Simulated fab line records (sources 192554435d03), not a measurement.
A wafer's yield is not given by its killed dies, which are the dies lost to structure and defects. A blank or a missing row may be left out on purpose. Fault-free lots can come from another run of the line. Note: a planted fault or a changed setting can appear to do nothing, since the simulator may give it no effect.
Chamber matching || flow n5 finfet || rie diel-02 running N5_BEOL_M8_ETCH_62: 4 sister chambers
The step etches SOC in N2/H2, target depth 110 nm, overetch 22 nm, time 165 s. 8 wafers are shown with their chamber, then 12 later ones without.

== WAFERS, EACH WITH ITS CHAMBER ==
{"wafer": "L088.1", "chamber": 3, "drypump motor current A (A)": 5.7, "showerhead plenum p Torr (Torr)": 2.51}
{"wafer": "L088.2", "chamber": 0, "drypump motor current A (A)": 5.9, "showerhead plenum p Torr (Torr)": 2.64}
{"wafer": "L088.4", "chamber": 1, "drypump motor current A (A)": 5.4, "showerhead plenum p Torr (Torr)": 2.67}
{"wafer": "L090.1", "chamber": 1, "drypump motor current A (A)": 5.4, "showerhead plenum p Torr (Torr)": 2.66}
{"wafer": "L090.6", "chamber": 2, "drypump motor current A (A)": 5.4, "showerhead plenum p Torr (Torr)": 2.49}
{"wafer": "L091.1", "chamber": 2, "drypump motor current A (A)": 5.4, "showerhead plenum p Torr (Torr)": 2.49}
{"wafer": "L091.2", "chamber": 0, "drypump motor current A (A)": 5.9, "showerhead plenum p Torr (Torr)": 2.64}
{"wafer": "L091.3", "chamber": 3, "drypump motor current A (A)": 5.8, "showerhead plenum p Torr (Torr)": 2.50}

== WAFERS WHOSE CHAMBER IS MISSING ==
{"wafer": "L092.4", "drypump motor current A (A)": 5.4, "showerhead plenum p Torr (Torr)": 2.49}
{"wafer": "L092.5", "drypump motor current A (A)": 5.4, "showerhead plenum p Torr (Torr)": 2.66}
{"wafer": "L092.6", "drypump motor current A (A)": 5.4, "showerhead plenum p Torr (Torr)": 2.49}
{"wafer": "L094.2", "drypump motor current A (A)": 5.4, "showerhead plenum p Torr (Torr)": 2.49}
{"wafer": "L094.5", "drypump motor current A (A)": 5.7, "showerhead plenum p Torr (Torr)": 2.50}
{"wafer": "L094.6", "drypump motor current A (A)": 5.4, "showerhead plenum p Torr (Torr)": 2.49}
{"wafer": "L095.2", "drypump motor current A (A)": 5.4, "showerhead plenum p Torr (Torr)": 2.66}
{"wafer": "L095.4", "drypump motor current A (A)": 5.4, "showerhead plenum p Torr (Torr)": 2.49}
{"wafer": "L095.6", "drypump motor current A (A)": 5.7, "showerhead plenum p Torr (Torr)": 2.50}
{"wafer": "L096.1", "drypump motor current A (A)": 5.9, "showerhead plenum p Torr (Torr)": 2.64}
{"wafer": "L096.2", "drypump motor current A (A)": 5.4, "showerhead plenum p Torr (Torr)": 2.66}
{"wafer": "L096.3", "drypump motor current A (A)": 5.4, "showerhead plenum p Torr (Torr)": 2.49}

== CHAMBER TAKEN BY EACH ==
{"wafer": "L092.4", "from the rows above": 2, "in truth": 2}
{"wafer": "L092.5", "from the rows above": 1, "in truth": 1}
{"wafer": "L092.6", "from the rows above": 2, "in truth": 2}
{"wafer": "L094.2", "from the rows above": 2, "in truth": 2}
{"wafer": "L094.5", "from the rows above": 3, "in truth": 3}
{"wafer": "L094.6", "from the rows above": 2, "in truth": 2}
{"wafer": "L095.2", "from the rows above": 1, "in truth": 1}
{"wafer": "L095.4", "from the rows above": 2, "in truth": 2}
{"wafer": "L095.6", "from the rows above": 3, "in truth": 3}
{"wafer": "L096.1", "from the rows above": 0, "in truth": 0}
{"wafer": "L096.2", "from the rows above": 1, "in truth": 1}
{"wafer": "L096.3", "from the rows above": 2, "in truth": 2}
Placed correctly: 12 of 12. Left unplaced by these rows: 0. 0 placed wrongly.
How it was worked out, from the rows above alone: a wafer's distance from a chamber is the root of the sum, over the readings, of the square of ((its reading less the chamber's mean) divided by the reading's scatter). The wafer belongs to the nearest chamber; if the next one is less than 2 further off, it can't be placed. A chamber's mean is the mean of its shown wafers. The scatter is the square root of a quotient: the sum, over the shown wafers, of each reading's squared deviation from its chamber's mean, divided by wafers minus chambers.
